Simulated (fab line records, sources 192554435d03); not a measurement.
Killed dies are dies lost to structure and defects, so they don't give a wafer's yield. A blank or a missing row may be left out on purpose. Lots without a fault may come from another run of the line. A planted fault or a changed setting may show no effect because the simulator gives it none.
Split-lot experiment | flow n5_finfet | 7 lots, 21 wafers read, on a route of 1938 steps

THE SPLIT
At N5_FIN_CUT_CUT_ETCH_26 (etches SiNx in CH3F/O2, target depth 39 nm, time 55.7 s), the setting time_s was moved away from the recipe's 55.7 s on 3 of the 21 wafers read, by -15.4% to +19.5%. The other wafers ran this setting at the recipe's value.

The reading is taken at the split's own step.

THE READING
SOC_of_FIN_CUT_COAT_18.thk_nm (the simulator's own value, which no gauge read), in nm, at N5_FIN_CUT_CUT_ETCH_26 (etches SiNx in CH3F/O2, target depth 39 nm, time 55.7 s). The file gives no usual value for it. The 18 wafers here that ran the recipe average 211.8 nm, standard deviation 0.76 nm.

wafer  | tool, chamber at the split | time_s as run, s | against the recipe | SOC_of_FIN_CUT_COAT_18.thk_nm, nm | against lot-mates on the recipe
L076.1 | rie_diel-02, 3             | 65.6             | +17.8%             | 209                               | -2.9
L076.3 | rie_diel-02, 2             | 55.7             | recipe             | 212.2                             | -
L076.6 | rie_diel-02, 3             | 55.7             | recipe             | 211.6                             | -
L077.3 | rie_diel-06, 2             | 55.7             | recipe             | 212.6                             | -
L077.4 | rie_diel-06, 0             | 55.7             | recipe             | 211.4                             | -
L077.6 | rie_diel-06, 3             | 55.7             | recipe             | 212.8                             | -
L078.2 | rie_diel-02, 0             | 55.7             | recipe             | 211.2                             | -
L078.4 | rie_diel-02, 1             | 55.7             | recipe             | 211.4                             | -
L078.5 | rie_diel-02, 1             | 55.7             | recipe             | 211.2                             | -
L081.3 | rie_diel-02, 2             | 55.7             | recipe             | 212.2                             | -
L081.4 | rie_diel-02, 1             | 55.7             | recipe             | 211.4                             | -
L081.6 | rie_diel-02, 0             | 55.7             | recipe             | 211.8                             | -
L091.2 | rie_diel-02, 1             | 47.12            | -15.4%             | 213.6                             | +2.3
L091.3 | rie_diel-02, 2             | 55.7             | recipe             | 211.8                             | -
L091.6 | rie_diel-02, 1             | 55.7             | recipe             | 210.8                             | -
L093.2 | rie_diel-02, 3             | 66.55            | +19.5%             | 207.2                             | -3.6
L093.4 | rie_diel-02, 0             | 55.7             | recipe             | 211                               | -
L093.5 | rie_diel-02, 3             | 55.7             | recipe             | 210.6                             | -
L095.3 | rie_diel-02, 2             | 55.7             | recipe             | 213.8                             | -
L095.4 | rie_diel-02, 3             | 55.7             | recipe             | 211.8                             | -
L095.5 | rie_diel-02, 0             | 55.7             | recipe             | 212                               | -

THE FIT
A straight line over all 21 wafers: SOC_of_FIN_CUT_COAT_18.thk_nm changes by -0.176 nm for each +1% of time_s; r = -0.83; the points scatter about the line by 0.81 nm.
The same after taking each lot's own level away (the mean of its wafers on the recipe; 21 wafers): -0.168 nm for each +1%; r = -0.92; scatter 0.51 nm.
On that fit, the largest move of time_s shifts the reading by 3.3 nm.
The lots' own levels span 210.80 to 212.53 nm, that is 2.3 times the standard deviation above.
So the lot-to-lot level changes the slope little: the two slopes agree.
Check: with one of the wafers moved furthest among these (+19.5%) left out of the fit, the line predicts -3.07 nm for it against its lot-mates. It came out at -3.6 nm against them.

OTHER SPLITS ON THESE WAFERS
These wafers also went through other splits before the reading. Each is held against what the fit with the lots' levels taken away leaves over:
other split on the same wafers         | wafers away from the commonest value | r with SOC_of_FIN_CUT_COAT_18.thk_nm (lot level and that fit taken away)
N5_ZERO_LAYER_PECVD_02 time_s          | 5                                    | -0.24
N5_ZERO_LAYER_EXPOSE_08 dose_mj        | 7                                    | -0.14
N5_PMOS_HMC_CHANNEL_EPI_ETCH_32 bias_w | 11                                   | +0.06
N5_FIN_SAQP_ETCH_65 time_s             | 8                                    | -0.15
N5_FIN_SAQP_COAT_68 spin_rpm           | 8                                    | -0.13

THE WHOLE CHAIN: every reading that the file lists as answering this split, in the file's order
step                   | what it does                                            | reading                                                                        | change (the file's fit)               | r (the file's)
N5_FIN_CUT_CUT_ETCH_26 | etches SiNx in CH3F/O2, target depth 39 nm, time 55.7 s | etch.depth_nm (the simulator's own value, which no gauge read)                 | +0.394 nm for each +1% of the setting | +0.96
N5_FIN_CUT_CUT_ETCH_26 | etches SiNx in CH3F/O2, target depth 39 nm, time 55.7 s | SOC_of_FIN_CUT_COAT_18.thk_nm (the simulator's own value, which no gauge read) | -0.168 nm for each +1% of the setting | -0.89

THE FILE'S OWN FIT
SOC_of_FIN_CUT_COAT_18.thk_nm changes by -0.168 nm for each +1% of time_s, r = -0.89.
